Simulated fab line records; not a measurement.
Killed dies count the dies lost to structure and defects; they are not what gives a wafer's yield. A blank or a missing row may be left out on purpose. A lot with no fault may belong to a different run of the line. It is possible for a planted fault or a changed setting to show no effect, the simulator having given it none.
fab line records ; flow n5Finfet
record: lots: 9; wafers: 27; lastDay: 18
route steps=1938 shown BEOL_M0_SAQP@633 BEOL_M4@1111 PASSIVATION@1936
lots that met no fault: taken from a fault-free run of the same line
startH: hours from the record's opening day to when the first of the lot's shown wafers began ; waitH: time in hours since the lot's previous step ; " same as the row above ; L1.1+2: several wafers, shown together as one row ; - no value, or no start was given ; * or withheld: withheld ; < > ~ a bound
route shown NAME@n: NAME is a module with steps in the file, n the number in the route of the first one ; usual: mean/standard deviation of fault-free wafers ; same: alike in all rows ; chamber/n: place in a boat ; sites: per-site readings ; _std_site: how widely they spread, as a standard deviation ; _edge_site: inner sites' mean taken away from outer sites' mean ; radiusMm: for every site, how far away it sits from the centre of the wafer ; mask NAME#n: copy n ; behind: the tool/chamber that last shaped the wafer ; hold: the reason the lot was held/the length of the hold in hours/how it ended ; device: the transistor (n, p or np) that didn't switch ; end of line: tests of these same wafers at the route's end ; a step without rows: its recipe alone ; killed: not the wafer's yield, but the dies lost to structure and defects at the first sort ; map: dies across one wafer; x = killed, . = not, _ = none there
set.NAME: setting as actually run; set.NAME@STEP: the setting as run at that earlier step ; model.NAME: the simulator's own value behind a step, which no gauge read
one table for each step of the route and one row for each wafer, over a sample of lots
services: when a tool's chamber went out of use (startH, in hours from the record's first day, below 0 if earlier), for how many hours, and the reason
== steps ==
step: N5_BEOL_M0_SAQP_ILD_DEP_01
recipe: material: SiOC; targetThkA: 454.19; tempC: 350; precursor: DEMS/O2; pressureTorr: 5; rfW: 500; timeS: 8.7
usual: heaterPowerW: 485/69; showerheadPlenumPTorr: 5.701/0.016; throttleValvePct: 11.7/0.48
lot.wafer;tool;chamber;startH;waitH;heaterPowerW;showerheadPlenumPTorr;throttleValvePct
L305.2;pecvd-02;1;103.99;0.0;475;5.715;12.3
L305.3;pecvd-02;2;103.99;0.0;521;5.716;10.8
L305.6;pecvd-02;1;103.99;0.0;462;5.729;12.0
L311.2;pecvd-02;0;145.00;0.0;462;5.703;12.5
L311.3;pecvd-02;2;145.00;0.0;421;5.717;11.1
L311.5;pecvd-02;2;145.00;0.0;434;5.708;11.1
L313.3;pecvd-03;2;151.95;0.0;435;5.692;11.4
L313.5;pecvd-03;0;151.95;0.0;393;5.704;12.1
L313.6;pecvd-03;2;151.95;0.0;438;5.670;11.2
L318.2;pecvd-02;1;184.52;0.0;518;5.718;12.2
L318.3;pecvd-02;2;184.52;0.0;493;5.705;11.1
L318.5;pecvd-02;1;184.52;0.0;529;5.718;12.3
L319.3;pecvd-03;1;191.09;0.0;599;5.695;11.9
L319.5;pecvd-03;1;191.09;0.0;617;5.692;11.4
L319.6;pecvd-03;0;191.09;0.0;393;5.728;12.1
L320.1;pecvd-03;2;194.12;0.0;461;5.698;11.4
L320.2;pecvd-03;1;194.12;0.0;506;5.685;11.6
L320.3;pecvd-03;0;194.12;0.0;415;5.699;12.6
L322.1;pecvd-03;2;208.68;0.0;418;5.694;11.4
L322.2;pecvd-03;1;208.68;0.0;614;5.688;11.8
L322.4;pecvd-03;1;208.68;0.0;610;5.700;11.9
L327.1;pecvd-02;0;241.10;0.0;405;5.709;12.3
L327.3;pecvd-02;2;241.10;0.0;458;5.709;11.3
L327.4;pecvd-02;2;241.10;0.0;450;5.728;11.2
L328.3;pecvd-02;2;245.87;0.0;441;5.725;11.5
L328.5;pecvd-02;1;245.87;0.0;446;5.727;11.7
L328.6;pecvd-02;0;245.87;0.0;383;5.710;12.8
step: N5_BEOL_M0_SAQP_PECVD_96
recipe: material: a-Si; targetThkA: 450; tempC: 350; precursor: SiH4/He; pressureTorr: 3; rfW: 100; timeS: 45.2
usual: heaterPowerW: 634/57; showerheadPlenumPTorr: 5.71/0.057; throttleValvePct: 17.8/0.75
lot.wafer;tool;chamber;startH;waitH;heaterPowerW;showerheadPlenumPTorr;throttleValvePct
L305.2;pecvd-02;0;104.71;0.0;539;5.72;18.9
L305.3;pecvd-02;1;104.71;0.0;569;5.77;18.6
L305.6;pecvd-02;2;104.71;0.0;612;5.76;16.7
L311.2;pecvd-02;1;145.75;0.0;561;5.78;18.4
L311.3;pecvd-02;2;145.75;0.0;587;5.78;16.7
L311.5;pecvd-02;0;145.75;0.0;546;5.71;19.0
L313.3;pecvd-04;2;155.25;0.0;701;5.59;18.0
L313.5;pecvd-04;2;155.25;0.0;709;5.60;18.2
L313.6;pecvd-04;1;155.25;0.0;611;5.69;17.4
L318.2;pecvd-02;0;187.01;0.0;560;5.71;19.1
L318.3;pecvd-02;2;187.01;0.0;590;5.77;17.1
L318.5;pecvd-02;2;187.01;0.0;592;5.75;16.7
L319.3;pecvd-04;0;193.65;0.0;701;5.68;17.8
L319.5;pecvd-04;1;193.65;0.0;561;5.68;17.5
L319.6;pecvd-04;0;193.65;0.0;691;5.68;17.5
L320.1;pecvd-02;0;195.12;0.0;606;5.71;19.1
L320.2;pecvd-02;2;195.12;0.0;628;5.77;17.0
L320.3;pecvd-02;1;195.12;0.0;640;5.77;18.4
L322.1;pecvd-04;0;209.56;0.0;752;5.68;17.9
L322.2;pecvd-04;1;209.56;0.0;616;5.69;17.7
L322.4;pecvd-04;0;209.56;0.0;752;5.69;17.7
L327.1;pecvd-04;0;242.64;0.0;686;5.70;17.7
L327.3;pecvd-04;1;242.64;0.0;593;5.69;17.4
L327.4;pecvd-04;2;242.64;0.0;726;5.58;16.9
L328.3;pecvd-03;1;246.41;0.0;729;5.65;17.8
L328.5;pecvd-03;2;246.41;0.0;522;5.63;17.1
L328.6;pecvd-03;0;246.41;0.0;606;5.74;18.6
step: N5_BEOL_M0_SAQP_STRIP_86
recipe: chemistry: N2/H2; powerW: 500; tempC: 40; pressureMtorr: 50; rfFrequencyHz: 6e+07; overashFraction: 0.3; biasPowerW: 28; h2Frac: 0.5; n2FlowSccm: 300; h2FlowSccm: 300
usual: drypumpMotorCurrentA: 5.39/0.26; h2FlowSccm: 300.0/0.88; oesProductAu: 0.78/0.1; rfVppV: 122.1/1.4; showerheadPlenumPTorr: 3.41/0.078; throttleValvePct: 19.1/0.46
same: overashFraction: 0.3
lot.wafer;tool;chamber;startH;waitH;drypumpMotorCurrentA;h2FlowSccm;oesProductAu;rfHoursCounterH;rfVppV;showerheadPlenumPTorr;throttleValvePct
L305.2;rieDiel-03;0;105.91;0.1;5.93;298.4;0.73;169;123.9;3.34;18.4
L305.3;rieDiel-03;3;105.91;0.1;5.15;300.1;0.70;221;121.6;3.48;19.2
L305.6;rieDiel-03;2;105.91;0.1;5.28;299.6;0.71;-;121.9;3.33;19.6
L311.2;rieDiel-06;2;147.02;0.2;5.91;331.0;0.73;180;121.1;3.45;24.1
L311.3;rieDiel-06;0;147.02;0.2;5.13;329.6;0.74;139;121.1;3.61;21.9
L311.5;rieDiel-06;1;147.02;0.2;5.41;329.3;0.68;-;123.3;3.53;21.3
L313.3;rieDiel-06;0;156.33;0.1;5.05;330.4;0.74;142;124.0;3.61;21.9
L313.5;rieDiel-06;1;156.33;0.1;5.44;331.8;0.70;-;120.9;3.53;21.4
L313.6;rieDiel-06;2;156.33;0.1;5.91;330.2;0.75;-;120.2;3.45;24.1
L318.2;rieDiel-03;0;188.30;0.1;5.93;299.3;0.71;193;121.9;3.32;18.5
L318.3;rieDiel-03;2;188.30;0.1;5.27;300.7;0.69;231;121.8;3.31;19.6
L318.5;rieDiel-03;2;188.30;0.1;5.30;300.6;0.68;-;123.0;3.31;19.6
L319.3;rieDiel-03;1;194.79;0.2;5.30;299.5;0.82;61;122.1;3.53;18.4
L319.5;rieDiel-03;2;194.79;0.2;5.30;300.6;0.69;-;122.1;3.31;19.6
L319.6;rieDiel-03;1;194.79;0.2;5.29;299.7;0.83;-;121.0;3.53;18.4
L320.1;rieDiel-05;3;196.16;0.1;5.33;299.4;0.74;164;118.0;3.34;19.5
L320.2;rieDiel-05;2;196.16;0.1;5.68;300.6;0.94;8;120.7;3.44;19.1
L320.3;rieDiel-05;1;196.16;0.1;5.47;300.6;0.92;28;120.7;3.29;18.4
L322.1;rieDiel-06;3;210.79;0.1;5.31;301.1;0.70;178;124.2;3.35;19.1
L322.2;rieDiel-06;1;210.79;0.1;5.46;299.3;0.97;5;123.8;3.44;18.5
L322.4;rieDiel-06;0;210.79;0.1;5.10;299.5;0.74;161;120.7;3.52;19.0
L327.1;rieDiel-06;0;243.65;0.1;5.09;299.2;0.72;170;121.4;3.51;19.1
L327.3;rieDiel-06;3;243.65;0.1;5.30;299.6;0.69;186;122.0;3.35;19.1
L327.4;rieDiel-06;1;243.65;0.1;5.45;300.6;0.93;-;121.3;3.43;18.5
L328.3;rieDiel-06;0;247.54;0.1;5.09;299.6;0.72;172;121.0;3.51;19.1
L328.5;rieDiel-06;0;247.54;0.1;5.08;300.1;0.71;-;123.1;3.51;19.1
L328.6;rieDiel-06;1;247.54;0.1;5.46;299.6;0.94;-;121.6;3.43;18.5
step: N5_BEOL_M0_SAQP_ETCH_101
recipe: chemistry: CH3F/O2; target: SiNx; maskMaterial: SiO2; targetDepthA: 299; timeS: 42.7; pressureMtorr: 30; sourceW: 395; biasW: 73; Ar_flow_sccm: 150; CH3F_flow_sccm: 30; O2_flow_sccm: 20; ionEnergyEv: 120
usual: biasW: 72.99/0.24; drypumpMotorCurrentA: 5.40/0.27; oes_ar_750_au: 0.78/0.099; oesProductAu: 0.78/0.11; rfVppV: 298/4.2; showerheadPlenumPTorr: 2.02/0.053; throttleValvePct: 16.34/0.26
lot.wafer;tool;chamber;startH;waitH;biasW;drypumpMotorCurrentA;oes_ar_750_au;oesProductAu;rfHoursCounterH;rfVppV;showerheadPlenumPTorr;throttleValvePct
L305.2;rieDiel-05;1;108.67;0.0;73.31;5.47;0.97;1.00;3;298;1.96;15.83
L305.3;rieDiel-05;0;108.67;0.0;73.31;4.98;0.69;0.69;231;294;2.05;16.73
L305.6;rieDiel-05;1;108.67;0.0;72.80;5.46;0.96;0.99;-;297;1.96;15.83
L311.2;rieDiel-05;2;148.50;0.3;73.14;5.68;0.71;0.70;248;292;2.06;16.51
L311.3;rieDiel-05;0;148.50;0.3;73.15;5.05;0.69;0.68;240;295;2.05;16.73
L311.5;rieDiel-05;2;148.50;0.3;72.77;5.67;0.72;0.69;-;293;2.07;16.49
L313.3;rieDiel-06;3;157.56;0.0;72.83;5.33;0.74;0.73;158;307;2.00;16.52
L313.5;rieDiel-06;1;157.56;0.0;73.04;5.44;0.69;0.69;-;297;2.06;16.64
L313.6;rieDiel-06;0;157.56;0.0;72.92;5.09;0.74;0.76;-;302;2.09;16.30
L318.2;rieDiel-06;0;189.54;0.0;73.13;5.07;0.73;0.74;154;305;2.09;16.33
L318.3;rieDiel-06;3;189.54;0.0;73.25;5.34;0.73;0.72;171;305;1.99;16.53
L318.5;rieDiel-06;3;189.54;0.0;72.70;5.30;0.72;0.71;-;305;1.99;16.54
L319.3;rieDiel-05;1;196.20;0.1;73.11;5.45;0.90;0.92;28;297;1.95;15.89
L319.5;rieDiel-05;1;196.20;0.1;73.35;5.46;0.90;0.92;-;297;1.95;15.89
L319.6;rieDiel-05;3;196.20;0.1;73.08;5.29;0.72;0.73;-;300;1.99;16.41
L320.1;rieDiel-05;2;197.41;0.1;72.70;5.71;0.98;0.96;9;293;2.06;16.09
L320.2;rieDiel-05;1;197.41;0.1;72.88;5.46;0.90;0.92;29;298;1.95;15.88
L320.3;rieDiel-05;3;197.41;0.1;72.82;5.31;0.73;0.73;164;300;1.99;16.42
L322.1;rieDiel-03;0;212.08;0.0;72.80;5.91;0.71;0.70;201;299;1.98;16.16
L322.2;rieDiel-03;1;212.08;0.0;72.66;5.29;0.80;0.81;67;297;2.13;16.36
L322.4;rieDiel-03;2;212.08;0.0;73.38;5.25;0.68;0.67;-;296;1.97;16.55
L327.1;rieDiel-03;1;246.41;0.0;72.76;5.28;0.79;0.79;79;298;2.13;16.39
L327.3;rieDiel-03;2;246.41;0.0;73.24;5.25;0.67;0.66;249;296;1.97;16.56
L327.4;rieDiel-03;0;246.41;0.0;72.55;5.93;0.69;0.69;213;299;1.97;16.19
L328.3;rieDiel-05;0;248.88;0.2;73.05;5.02;0.97;0.98;9;294;2.04;16.28
L328.5;rieDiel-05;0;248.88;0.2;73.47;5.01;0.97;0.97;-;291;2.04;16.28
L328.6;rieDiel-05;1;248.88;0.2;73.03;5.45;0.87;0.89;-;297;1.95;15.91
step: N5_BEOL_M4_RC_MEAS_101
usual: DIBL_N: 36.4/1.7; DIBL_P: 36.4/2.1; IOFF_N: 0.16/0.035; IOFF_P: 0.21/0.035; ION_N: 680/11; ION_P: 465/6.8; SS_N: 71.5/0.58; SS_P: 73.2/0.72; VT_N: 249/3.6; VT_P: -250/3.1
lot.wafer;tool;chamber;startH;waitH;DIBL_N[mV/V];DIBL_P[mV/V];IOFF_N[nA/um];IOFF_P[nA/um];ION_N[uA/um];ION_P[uA/um];SS_N[mV/dec];SS_P[mV/dec];VT_N[mV];VT_P[mV]
L305.2;prober-02;0;180.10;0.2;38.5;37.3;0.18;0.21;693;464;71.5;73.9;246;-248
L305.3;prober-02;0;180.10;0.2;37.1;34.6;0.14;0.17;685;461;71.3;73.2;253;-254
L305.6;prober-02;0;180.10;0.2;36.7;34.6;0.14;0.15;668;447;71.4;73.4;253;-254
L311.2;prober-01;0;214.45;0.2;36.3;35.4;0.15;0.22;689;472;71.8;73.4;252;-248
L311.3;prober-01;0;214.45;0.2;34.1;33.1;0.13;0.19;670;466;71.3;72.8;252;-246
L311.5;prober-01;0;214.45;0.2;36.1;35.0;0.15;0.22;683;474;71.7;73.1;252;-246
L313.3;prober-02;0;215.20;0.9;34.2;34.4;0.13;0.18;689;466;70.7;72.2;251;-254
L313.5;prober-02;0;215.20;0.9;34.8;34.9;0.14;0.18;675;465;72.1;72.0;251;-253
L313.6;prober-02;0;215.20;0.9;37.7;37.7;0.18;0.22;695;468;71.9;72.7;248;-252
L318.2;prober-02;0;252.17;0.2;38.0;36.6;0.19;0.25;695;473;72.4;73.9;243;-244
L318.3;prober-02;0;252.17;0.2;34.5;33.9;0.13;0.21;676;473;70.4;72.5;250;-250
L318.5;prober-02;0;252.17;0.2;38.1;37.7;0.20;0.28;695;474;72.4;74.1;244;-244
L319.3;prober-01;0;256.67;0.3;34.4;34.9;0.12;0.16;665;453;69.9;72.7;255;-258
L319.5;prober-01;0;256.67;0.3;36.8;37.8;0.15;0.20;668;456;71.1;73.4;254;-252
L319.6;prober-01;0;256.67;0.3;37.4;38.2;0.16;0.20;682;465;71.3;73.6;253;-254
L320.1;prober-02;0;260.74;0.0;34.3;33.7;0.13;0.17;657;460;71.6;72.2;254;-251
L320.2;prober-02;0;260.74;0.0;32.1;33.2;0.11;0.17;669;466;70.7;72.4;252;-253
L320.3;prober-02;0;260.74;0.0;35.0;36.9;0.15;0.20;663;458;71.1;73.0;249;-249
L322.1;prober-02;0;273.42;0.0;37.1;38.1;0.16;0.22;680;461;71.9;73.2;250;-251
L322.2;prober-02;0;273.42;0.0;36.5;37.3;0.15;0.21;656;452;71.4;72.5;254;-250
L322.4;prober-02;0;273.42;0.0;34.3;35.6;0.13;0.19;668;465;71.2;72.7;255;-248
L327.1;prober-01;0;306.11;0.5;38.1;38.2;0.17;0.26;678;476;71.5;74.7;251;-248
L327.3;prober-01;0;306.11;0.5;36.0;34.8;0.14;0.20;674;470;71.9;72.7;252;-250
L327.4;prober-01;0;306.11;0.5;34.3;33.1;0.12;0.18;669;466;70.5;72.2;254;-251
L328.3;prober-01;0;309.77;0.3;36.0;36.2;0.16;0.23;678;470;71.7;72.8;248;-249
L328.5;prober-01;0;309.77;0.3;34.6;33.8;0.12;0.19;665;464;71.1;72.1;252;-251
L328.6;prober-01;0;309.77;0.3;38.6;39.1;0.21;0.28;692;469;72.3;74.4;247;-247
step: N5_PASSIVATION_PROBE_49
usual: defectLimitedYield: 91.3/1.4; killed_at_M0_to_M3: 36/11; killed_at_M4_up: 13/5.2; killedAtContacts: 13/6.5; killedAtFrontEnd: 37/11; killedAtOther: 3.6/2.9; killedDies: 103/17; killedOpen: 68/12; killedShort: 33/7.3; sort_bin_5_function: 5.2/0.91; sort_bin_6_memory: 3.2/0.67; sort_bin_8_speed: 0.00/0.0099; sortNPass: 1077/17; sortYieldPct: 91.3/1.4
same: grossDies: 1180; killedAtBackSide: 0; sort_bin_4_leakage[%]: 0
lot.wafer;tool;chamber;startH;waitH;defectLimitedYield[%];killed_at_M0_to_M3;killed_at_M4_up;killedAtContacts;killedAtFrontEnd;killedAtOther;killedDies;killedOpen;killedShort;sort_bin_5_function[%];sort_bin_6_memory[%];sort_bin_8_speed[%];sortNPass;sortYieldPct[%]
L305.2;prober-01;-;289.88;0.1;90.1;38;7;12;54;6;117;78;38;6.3;3.1;0;1063;90.1
L305.3;prober-01;-;289.93;0.1;94.1;17;11;15;23;4;70;48;21;3.9;1.9;0;1110;94.1
L305.6;prober-01;-;290.08;0.3;93.1;32;4;17;26;3;82;54;28;3.8;3.0;0;1098;93.1
L319.3;prober-01;-;367.20;0.1;88.1;46;37;22;31;4;140;91;47;6.9;4.7;0;1040;88.1
L319.5;prober-01;-;367.30;0.2;91.6;30;18;17;34;0;99;68;31;4.3;3.6;0;1081;91.6
L319.6;prober-01;-;367.35;0.3;91.9;33;23;4;33;2;95;60;35;4.7;3.0;0;1085;91.9
killed by level:class
L305.2 STI_FIN_REVEAL:geometricParticle:open=16 MOL_CONTACT_COAG:geometricParticle:open=12 FIN_SAQP:geometricParticle:open=7 BEOL_M3:geometricParticle:open=7 BEOL_M2:geometricParticle:open=7 DUMMY_GATE:geometricParticle:open=6 BEOL_M1:geometricParticle:open=6 BEOL_M2:geometricParticle:short=6
L305.3 MOL_CONTACT_COAG:geometricParticle:open=11 STI_FIN_REVEAL:geometricParticle:open=7 BEOL_M3:geometricParticle:open=6 BEOL_M4:geometricParticle:open=6 MOL_CONTACT_COAG:geometricParticle:short=4 BEOL_M2:geometricParticle:open=4 FIN_SAQP:geometricParticle:short=3 DUMMY_GATE:geometricParticle:open=2
L305.6 MOL_CONTACT_COAG:geometricParticle:open=13 BEOL_M0:geometricParticle:open=7 BEOL_M3:geometricParticle:open=7 BEOL_M0_SAQP:geometricParticle:short=6 FIN_SAQP:geometricParticle:open=5 GATE_CUT:geometricParticle:short=5 BEOL_M2:geometricParticle:open=5 MOL_CONTACT_COAG:geometricParticle:short=4
L319.3 BEOL_M4:geometricParticle:open=20 MOL_CONTACT_COAG:geometricParticle:open=20 BEOL_M0_SAQP:geometricParticle:short=13 BEOL_M0_SAQP:geometricParticle:open=12 STI_FIN_REVEAL:geometricParticle:open=7 FIN_SAQP:geometricParticle:short=6 BEOL_M1:geometricParticle:open=6 BEOL_M3:geometricParticle:open=6
L319.5 MOL_CONTACT_COAG:geometricParticle:open=13 FIN_SAQP:geometricParticle:short=10 BEOL_M0_SAQP:geometricParticle:open=10 BEOL_M4:geometricParticle:open=10 BEOL_M0_SAQP:geometricParticle:short=9 ILD0:geometricParticle:open=7 BEOL_M2:geometricParticle:open=7 FIN_SAQP:geometricParticle:open=6
L319.6 BEOL_M4:geometricParticle:open=16 BEOL_M0_SAQP:geometricParticle:open=13 BEOL_M0_SAQP:geometricParticle:short=12 FIN_SAQP:geometricParticle:open=7 ILD0:geometricParticle:open=4 MOL_CONTACT_COAG:geometricParticle:open=4 STARTING-WAFER:geometricParticle:short=4 FIN_SAQP:geometricParticle:short=3
== services ==
tool;chamber;startH;hours;kind
rieDiel-05;0;91.43;9.1;repair
rieDiel-06;2;118.80;26.8;repair
pecvd-03;-;119.53;1.7;repair
pecvd-04;0;122.10;6.5;repair
pecvd-02;-;151.87;5.5;pm
rieDiel-05;2;156.15;-;clean
rieDiel-05;2;156.15;-;consumableReplace:focusRing
rieDiel-06;0;169.70;4.3;repair
rieDiel-06;1;173.98;-;clean
rieDiel-06;1;173.98;-;consumableReplace:focusRing
rieDiel-06;1;173.98;20.7;scheduledDown
rieDiel-06;1;173.98;20.7;ventCycle
rieDiel-05;0;183.06;-;clean
rieDiel-05;0;183.06;-;consumableReplace:focusRing
rieDiel-05;0;183.06;30.2;scheduledDown
rieDiel-05;0;183.06;30.2;ventCycle
rieDiel-05;-;184.13;1.2;repair
pecvd-04;2;189.26;3.8;repair
pecvd-02;1;189.65;2.1;scheduledDown
pecvd-03;-;201.67;6.0;pm
rieDiel-03;3;207.89;9.7;repair
rieDiel-03;-;223.67;1.2;repair
rieDiel-06;3;226.39;4.2;repair
rieDiel-06;2;227.03;16.7;repair
== key ==
firstSign: step: N5_BEOL_M0_SAQP_STRIP_86; reading: h2FlowSccm; direction: up; sigmas: 35; usual: 300.0; struck: 330.4
effect: step: N5_BEOL_M0_SAQP_STRIP_86; reading: throttleValvePct; direction: up; sigmas: 7.3; usual: *; struck: *
metAt N5_BEOL_M0_SAQP_STRIP_86
struckLots L311,L313
notActingAt N5_BEOL_M0_SAQP_ILD_DEP_01,N5_BEOL_M0_SAQP_PECVD_96,N5_BEOL_M0_SAQP_ETCH_101
fault: kind: processParameterDrift; tool: rieDiel-06; chamber: -; onsetH: 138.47; steps: N5_BEOL_M0_SAQP_STRIP_86; channel: h2FlowSccm; offset: 30; shape: step; endH: 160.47; actsIn: theseRecipesOnly; stated: 300
